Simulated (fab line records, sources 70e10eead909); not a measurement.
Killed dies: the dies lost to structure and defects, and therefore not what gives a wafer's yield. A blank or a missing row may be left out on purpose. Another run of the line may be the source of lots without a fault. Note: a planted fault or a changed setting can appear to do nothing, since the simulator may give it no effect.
A lot that was struck, set against a sound lot :: flow nandHarc :: 17 steps out of a route of 1302
Sound: wafers L839.2, L839.3, L839.4. Struck: wafer L846.1 (left out: L846.2, L846.5 of the same lot, which were not struck); the cause appears at the end.
Per side, at each step with rows, come the tool, then ch with its chambers, and then its first start. Under that, the readings that differ: sound wafers :: struck wafers :: difference of the means :: sigmas: that difference in standard deviations of wafers without a fault.
alike: same words and numbers on both sides, and readings whose means sit less than 2 such deviations apart. not compared: any withheld reading, any reading some wafer has no value for, any bound like >300 that may hide the same value, and any number with overlapping values for which the record gives no deviation.
A row with sigmas, a row that says differs or no value, or rows on one side alone: a step with any of these is where the two part. Numbers that have no deviation but don't overlap get no sigmas and don't part them. Lack of a reading on every wafer of one side parts them only where that side has two or more wafers.

NHARC_P_M1_INSPECT_11:
  struck on defectInspect-02, day 10 11:36; sound on defectInspect-02, day 7 11:07
  alike: rawDefectCount
NHARC_P_M1_DESCUM_14: chemistry O2, time 3 s.
  sound on rieDiel-11 ch 1,2,3, day 7 11:10; struck on rieDiel-06 ch 3, day 10 11:40
reading: rfHoursCounterH (h)
sound: 4 4 4
struck: 7
difference: +3
sigmas: 
  alike: drypumpMotorCurrentA, oesProductAu, rfVppV, showerheadPlenumPTorr, throttleValvePct
then, 2 steps without rows for these wafers: NHARC_P_M1_ETCH_35 (etches the open film in N2/H2, target depth 40 nm, overetch 12 nm, time 43.94 s); NHARC_P_M1_ETCH_15 (etches the open film in C4F8/Ar, target depth 182.5 nm, time 91.2 s).
NHARC_P_M1_CD_MEAS_16:
  struck on cdSem-02, day 10 11:58; sound on cdSem-02, day 7 11:29
  alike: cdNm
NHARC_P_M1_STRIP_18: strips in N2/H2.
  sound on rieDiel-06 ch 0,2,3, day 7 11:34; struck on rieDiel-11 ch 1, day 10 12:04
reading: rfHoursCounterH (h)
sound: 1 2 2
struck: 8
difference: +6
sigmas: 
  alike: drypumpMotorCurrentA, oesProductAu, powerW, rfVppV, showerheadPlenumPTorr, throttleValvePct
NHARC_P_M1_ETCH_28: etches the open film in CF4/N2, target depth 30 nm, time 72.99 s.
  sound on rieDiel-06 ch 0,2,3; struck on rieDiel-11 ch 0
reading: oesProductAu (a.u.)
sound: 0.995 0.996 1.001
struck: 1.014
difference: +0.017
sigmas: +2

reading: rfHoursCounterH (h)
sound: 2 2 2
struck: 8
difference: +6
sigmas: 
  alike: drypumpMotorCurrentA, rfVppV, showerheadPlenumPTorr, throttleValvePct
then, 3 steps without rows for these wafers: NHARC_P_M1_STRIP_19 (strips in post etch residue remover, time 600 s); NHARC_P_M1_DEGAS_29 (time 60 s); NHARC_P_M1_PRE_CLEAN_30 (time 30 s).
NHARC_P_M1_PVD_20: deposits TaN, target thk 5 nm, time 8.06 s.
  sound on pvdSputter-03; struck on pvdSputter-03
  alike: chamberPressurePa, throttleValvePct
then, 1 step without rows for these wafers: NHARC_P_M1_PVD_21 (deposits Cu, target thk 30 nm, time 20.49 s).
NHARC_P_M1_ECD_22: material Cu, target thk 400 nm.
  sound on ecdCu-02 ch 0,1, day 7 12:37; struck on ecdCu-02 ch 0,1, day 10 13:02
NHARC_P_M1_ANNEAL_31: time 90 s.
  sound on rtpAnneal-02 ch 0, day 7 13:01; struck on rtpAnneal-01 ch 0, day 10 13:26
  alike: wafer_temp_C_max
NHARC_P_M1_CMP_23: polishes, t overpolish 20 s, target thk 157.82 nm.
  sound on cmp-01 ch 0,1,3, day 7 13:19; struck on cmp-02 ch 2, day 10 13:47
reading: timeToEndpointS (s)
sound: 26.5 26.3 26.6
struck: 46.2
difference: +19.7
sigmas: +9
  alike: edgeZonePressureFrac, motorCurrentA
NHARC_P_M1_THK_MEAS_24: measures by xrf.
  struck on filmMetro-01, day 10 14:07; sound on filmMetro-01, day 7 13:38
reading: thkNm (nm)
sound: 156.7 156.7 157.2
struck: 161.6
difference: +4.7
sigmas: +3
-- jump in the record: it breaks off in module P_M1 and resumes in module END (first step shown: number 1302 of the route), and 18 days separate the struck wafers' starts before and after --
NHARC_END_SORT_01:
  sound on prober-01 ch 0, day 25 12:43; struck on prober-02 ch 0, day 28 10:54
reading: killedAtArray
sound: 24 24 22
struck: 74
difference: +51
sigmas: +2

reading: killedDies
sound: 36 28 25
struck: 77
difference: +47
sigmas: +2

reading: sort_bin_4_pct (%)
sound: 3.7 2.4 2.7
struck: 7.2
difference: +4.3
sigmas: +2

reading: sortNPass
sound: 641 649 652
struck: 600
difference: -47
sigmas: -2

reading: sortRimYieldPct (%)
sound: 95 92 95
struck: 86
difference: -8
sigmas: -2
  alike: defectLimitedYield, killedAtOther, killedAtPeriphery, killedOpen, killedShort, sort_bin_2_pct, sort_bin_3_pct, sortYieldPct

WHERE THEY PART
Earliest at NHARC_P_M1_ETCH_28; latest, in this record, at NHARC_END_SORT_01.

WHY: the cause the simulator had injected
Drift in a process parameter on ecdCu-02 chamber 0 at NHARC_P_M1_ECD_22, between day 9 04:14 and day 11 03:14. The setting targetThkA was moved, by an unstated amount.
